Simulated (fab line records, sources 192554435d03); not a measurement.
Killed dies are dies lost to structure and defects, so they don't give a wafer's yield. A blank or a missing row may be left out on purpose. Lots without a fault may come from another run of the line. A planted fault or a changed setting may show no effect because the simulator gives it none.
A struck lot beside a sound one | flow n5_finfet | 45 steps out of a route of 1938
Sound: wafers L576.3, L576.5, L576.6. Struck: wafer L565.1. (L565.4 of the same lot was not struck and is left out.) The cause comes at the end.
At each step with rows: each side's tool, then ch and its chambers, then its first start. Under that, the readings that differ: sound wafers | struck wafers | difference of the means | sigmas: that difference in standard deviations of wafers without a fault.
alike: readings whose means differ by less than 2 such deviations, and words and numbers that are the same on both sides. not compared: withheld readings, readings that some wafer has no value for, bounds like >300 that may hide the same value, and numbers for which the record gives no deviation and whose values overlap.
The two part at a step that has a row with sigmas, a row that says differs or no value, or rows on one side only. Numbers that don't overlap but have no deviation are shown without sigmas and don't part them. A reading that every wafer of one side lacks parts them only if that side has two wafers or more.

first, 11 steps without rows for these wafers: N5_BEOL_M2_DESCUM_33 (chemistry O2, time 7 s); N5_BEOL_M2_ETCH_77 (etches underlayer in N2/H2, target depth 6.5 nm, time 5.2 s); N5_BEOL_M2_ETCH_69 (etches SiARC in CF4, target depth 15.6 nm, time 26 s); N5_BEOL_M2_ALD_98 (deposits SiO2, target thk 2.5 nm, pulse time 1 s, co reactant pulse time 1 s); N5_BEOL_M2_ETCHBACK_99 (etches SiO2 in CHF3, target depth 5 nm, time 10.4 s); N5_BEOL_M2_ETCH_70 (etches SOC in N2/H2, target depth 80 nm, overetch 24 nm, time 130 s); N5_BEOL_M2_STRIP_71 (strips in N2/H2); N5_BEOL_M2_STRIP_78 (strips in N2/H2); N5_BEOL_M2_VIA_ETCH_34 (etches the open film in C4F6/O2, target depth 69.4 nm, time 65.9 s); N5_BEOL_M2_STRIP_83 (strips in C4F6/O2); N5_BEOL_M2_STRIP_36 (strips in N2/H2).
N5_BEOL_M2_TRENCH_ETCH_37: etches SiOC in C4F6/O2, target depth 55.555 nm, time 29.2 s.
  sound on rie_diel-03 ch 0,1,3, day 12 12:58; struck on rie_diel-04 ch 0, day 9 13:40
  reading                                    | sound             | struck | difference | sigmas
  run_length_s (s)                           | 53.1 52.4 52.3    | 43.2   | -9.4       | -23
  model.BEOL_M2.feature_depth_nm (nm)        | 56.6 56 54.6      | 38.4   | -17.3      |
  model.etch.depth_nm (nm)                   | 56.55 55.95 54.52 | 38.43  | -17.24     |
  model.TiN_of_BEOL_M2_HM_DEP_02.thk_nm (nm) | 17.4 17.6 17.8    | 18     | +0         |
  alike: drypump_motor_current_A, oes_product_au, rf_vpp_V, showerhead_plenum_p_Torr, throttle_valve_pct
  not compared: rf_hours_counter_h
then, 2 steps without rows for these wafers: N5_BEOL_M2_ETCH_41 (etches SiCN in CH3F/O2, target depth 29.9 nm, time 52.5 s); N5_BEOL_M2_STRIP_97 (strips in N2/H2, time 10 s).
N5_BEOL_M2_OCD_MEAS_38:
  sound on ocd-01, day 12 13:07; struck on ocd-02, day 9 13:49
  reading              | sound          | struck | difference | sigmas
  trench_depth_nm (nm) | 56.4 55.7 54.2 | 37.9   | -17.5      | -13
then, 25 steps without rows for these wafers: N5_BEOL_M2_HM_STRIP_39 (strips TiN in peroxide tin strip, target depth 25 nm, time 158 s); N5_BEOL_M2_SRD_40 (time 30 s); N5_BEOL_M2_PRECLEAN_42 (cleans in residue remover, time 60 s); N5_BEOL_M2_SRD_43 (time 30 s); N5_BEOL_M2_DEGAS_44 (time 60 s); N5_BEOL_M2_PRE_CLEAN_45 (time 30 s); N5_BEOL_M2_ALD_84 (deposits TaN, pulse time 2 s, purge time 3 s, co reactant purge time 2 s); N5_BEOL_M2_SURFACE_TREAT_85; N5_BEOL_M2_CVD_47 (deposits Co from CCTBA/H2, target thk 3 nm, time 223.8 s); N5_BEOL_M2_SPUTTER_48 (material Cu, target thk 4.5 nm, time 8.29 s); N5_BEOL_M2_ANNEAL_49 (time 240 s); N5_BEOL_M2_SPUTTER_79 (material Cu, target thk 4.5 nm, time 8.29 s); N5_BEOL_M2_ANNEAL_80 (time 240 s); N5_BEOL_M2_SPUTTER_81 (material Cu, target thk 4.5 nm, time 8.29 s); N5_BEOL_M2_ANNEAL_82 (time 240 s); N5_BEOL_M2_SPUTTER_86 (material Cu, target thk 4.5 nm, time 8.29 s); N5_BEOL_M2_ANNEAL_87 (time 240 s); N5_BEOL_M2_SPUTTER_88 (material Cu, target thk 4.5 nm, time 8.29 s); N5_BEOL_M2_ANNEAL_89 (time 240 s); N5_BEOL_M2_SPUTTER_90 (material Cu, target thk 4.5 nm, time 8.29 s); N5_BEOL_M2_ANNEAL_91 (time 240 s); N5_BEOL_M2_SPUTTER_92 (material Cu, target thk 4.5 nm, time 8.29 s); N5_BEOL_M2_ANNEAL_93 (time 240 s); N5_BEOL_M2_SPUTTER_94 (material Cu, target thk 4.5 nm, time 8.29 s); N5_BEOL_M2_ANNEAL_95 (time 240 s).
N5_BEOL_M2_CMP_52: polishes, stops on SiOC, t overpolish 6.8 s, target thk 40 nm.
  sound on cmp-02 ch 0,1,3, day 12 18:16; struck on cmp-02 ch 0, day 9 18:40
  reading                                | sound          | struck | difference | sigmas
  model.Cu_of_BEOL_M2_ECD_50.thk_nm (nm) | 42.2 39.6 38.8 | 20.8   | -19.4      |
  alike: barrier_field_endpoint_s, motor_current_A, overpolish_run_s, time_to_endpoint_s
N5_BEOL_M2_THK_MEAS_53: measures by xrf.
  sound on film_metro-02, day 12 18:27; struck on film_metro-02, day 9 18:53
  reading     | sound          | struck | difference | sigmas
  M2_THK (nm) | 41.7 39.3 38.4 | 20.7   | -19.1      | -14
N5_BEOL_M2_RS_MEAS_58: measures by four-point-probe.
  sound on film_metro-01, day 12 18:43; struck on film_metro-01, day 9 19:14
  reading        | sound          | struck | difference | sigmas
  M2_RS (ohm/sq) | 0.63 0.68 0.70 | 1.60   | +0.93      | +28
N5_BEOL_M4_RC_MEAS_101:
  sound on prober-01 ch 0, day 14 12:37; struck on prober-02 ch 0, day 11 05:34
  reading                   | sound       | struck | difference | sigmas
  SERP_M2 (ohm/um)          | 193 193 218 | 448    | +247       | +16
  SERP_M2_max_site (ohm/um) | 202 202 229 | 464    | +253       | +16
  alike: DIBL_N, DIBL_P, IOFF_N, IOFF_P, ION_N, ION_P, SS_N, SS_P, VT_N, VT_P
-- the record jumps here: 5 days lie between the struck wafers' starts before and after (it left off in module BEOL_M4 and takes up again in module PASSIVATION, whose first step shown is number 1936 of the route) --
N5_PASSIVATION_PROBE_49:
  sound on prober-01, day 19 10:31; struck on prober-02, day 16 16:46
  reading                  | sound          | struck | difference | sigmas
  defect_limited_yield (%) | 92.1 91.9 89.8 | 74.6   | -16.7      | -12
  killed_at_M0_to_M3       | 15 31 42       | 230    | +201       | +20
  killed_dies              | 93 96 120      | 300    | +197       | +12
  sort_bin_8_speed (%)     | 0 0 0          | 17.8   | +17.8      | +39
  sort_n_pass              | 1087 1084 1060 | 880    | -197       | -12
  alike: killed_at_M4_up, killed_at_contacts, killed_at_front_end, killed_at_other, killed_open, killed_short, sort_bin_5_function, sort_bin_6_memory

WHERE THEY PART
First at N5_BEOL_M2_TRENCH_ETCH_37; last, within this record, at N5_PASSIVATION_PROBE_49.

WHY: what the simulator had put in
Process parameter drift: rie_diel-04, from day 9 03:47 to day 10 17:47, at N5_BEOL_M2_TRENCH_ETCH_37. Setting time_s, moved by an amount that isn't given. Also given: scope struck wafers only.
